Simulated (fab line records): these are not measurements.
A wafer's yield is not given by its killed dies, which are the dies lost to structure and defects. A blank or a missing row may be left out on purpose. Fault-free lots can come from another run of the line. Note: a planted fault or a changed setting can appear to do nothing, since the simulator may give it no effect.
Comparing a struck lot with a sound one    flow n5Finfet    37 out of 1938 route steps
Sound: the wafers L607.4, L607.5, L607.6. Struck: wafer L593.1. (L593.2, L593.5 of the same lot were not struck and are left out.) The cause comes at the end.
Order at every step that has rows: each side's tool, ch and its chambers, its first start. Under that, the readings that differ: sound wafers    struck wafers    difference of the means    sigmas: that difference in standard deviations of wafers without a fault.
alike: a reading whose means differ by less than 2 such deviations, as well as words and numbers matching on both sides. not compared: withheld readings; readings where some wafer has no value; bounds like >300 that might hide an equal value; numbers whose values overlap and for which the record gives no deviation.
A row with sigmas, a row that says differs or no value, or rows on one side alone: a step with any of these is where the two part. Numbers that don't overlap but have no deviation are shown without sigmas and don't part them. A reading missing from all wafers of one side parts the sides only when that side holds two or more wafers.

first, 10 steps without rows for these wafers: N5_SDB_DESCUM_16 (chemistry O2, time 7.9 s); N5_SDB_ETCH_17 (etches SiARC in CF4, target depth 23.4 nm, time 39 s); N5_SDB_ETCH_18 (etches SOC in N2/H2, target depth 100 nm, overetch 20 nm, time 150 s); N5_SDB_STRIP_19 (strips in N2/H2); N5_SDB_STRIP_21 (strips in CF4); N5_SDB_HM_OPEN_20 (chemistry CH3F/O2, target SiNx, stops on poly-Si, target depth 24 nm); N5_SDB_STRIP_22 (strips in N2/H2); N5_SDB_PRECLEAN_23 (cleans in dHF, time 30 s); N5_SDB_DUMMY_REMOVE_24 (chemistry TMAH, target poly-Si, stops on SiO2, target depth 142 nm, time 57 s, rinse time 30 s); N5_SDB_ETCH_25 (etches SiO2 in C4F6/O2, target depth 10 nm, time 3.3 s).
N5_SDB_CUT_ETCH_26: etches Si in HBr/Cl2/O2, target depth 129.6 nm, bt time 20 s, time 51.8 s.
  sound on rieSi-03 ch 0,1,2, day 8 05:56; struck on rieSi-06 ch 1, day 4 18:53
  alike: HBr_flow_sccm, drypumpMotorCurrentA, oesProductAu, throttleValvePct
  not compared: rfHoursCounterH
then, 25 steps without rows for these wafers: N5_SDB_PRECLEAN_38 (cleans in dHF, time 10 s); N5_SDB_PRECLEAN_39 (cleans in O3/DIW, time 45 s); N5_SDB_SRD_28 (time 30 s); N5_SDB_ALD_29 (deposits SiNx, target thk 30 nm, pulse time 1 s, ald cycles 600); N5_SDB_CMP_30 (polishes, stops on poly-Si, t overpolish 1.54 s, target thk 30 nm); N5_DUMMY_REMOVAL_HM_STRIP_01 (strips SiNx in CH3F/O2, stops on poly-Si, target depth 4 nm, time 6.8 s); N5_DUMMY_REMOVAL_STRIP_10 (strips in N2/H2, time 40 s); N5_DUMMY_REMOVAL_PRECLEAN_07 (cleans in dHF, time 30 s); N5_DUMMY_REMOVAL_DUMMY_REMOVE_02 (chemistry TMAH, target poly-Si, stops on SiO2, target depth 142 nm, time 57 s, rinse time 30 s); N5_DUMMY_REMOVAL_PRECLEAN_08 (cleans in NF3:NH3, afs cycles 2, time 20 s, sublimation time 60 s); N5_DUMMY_REMOVAL_PRECLEAN_04 (cleans in DHF, time 37 s); N5_DUMMY_REMOVAL_SRD_05 (time 30 s); N5_HKMG_FIN_IL_REGROW_00 (material SiO2, chemistry O3, target thk 0.75 nm, time 30 s); N5_HKMG_FIN_HK_ALD_01 (deposits HfO2, target thk 1.6 nm, pulse time 3 s, purge time 3 s); N5_HKMG_FIN_HK_ANNEAL_02 (time 30 s); N5_HKMG_FIN_ALD_74 (deposits La2O3, target thk 0.5 nm, pulse time 6 s, co reactant pulse time 1 s); N5_HKMG_FIN_ALD_75 (deposits Al2O3, target thk 1 nm, co reactant pulse time 1 s); N5_HKMG_FIN_COAT_41 (time 60 s, resist thk 300 nm); N5_HKMG_FIN_COAT_42 (time 60 s, resist thk 35 nm); N5_HKMG_FIN_COAT_43 (resist thk 90 nm); N5_HKMG_FIN_EBR_45; N5_HKMG_FIN_SOFTBAKE_44 (time 60 s); N5_HKMG_FIN_EXPOSE_46 (exposes mask NDIPOLE); N5_HKMG_FIN_PEB_47 (peb time 60 s); N5_HKMG_FIN_DEVELOP_48 (develop time 30 s).
-- the record jumps here: 9 days lie between the struck wafers' starts before and after (it left off in module HKMG_FIN and takes up again in module PASSIVATION, whose first step shown is number 1936 of the route) --
N5_PASSIVATION_PROBE_49:
  rows exist in the record for the struck wafers here (prober-01, day 14 06:22), but not for the sound ones

## WHERE THEY PART
N5_PASSIVATION_PROBE_49 only, going by this record.

WHY: the cause the simulator had injected
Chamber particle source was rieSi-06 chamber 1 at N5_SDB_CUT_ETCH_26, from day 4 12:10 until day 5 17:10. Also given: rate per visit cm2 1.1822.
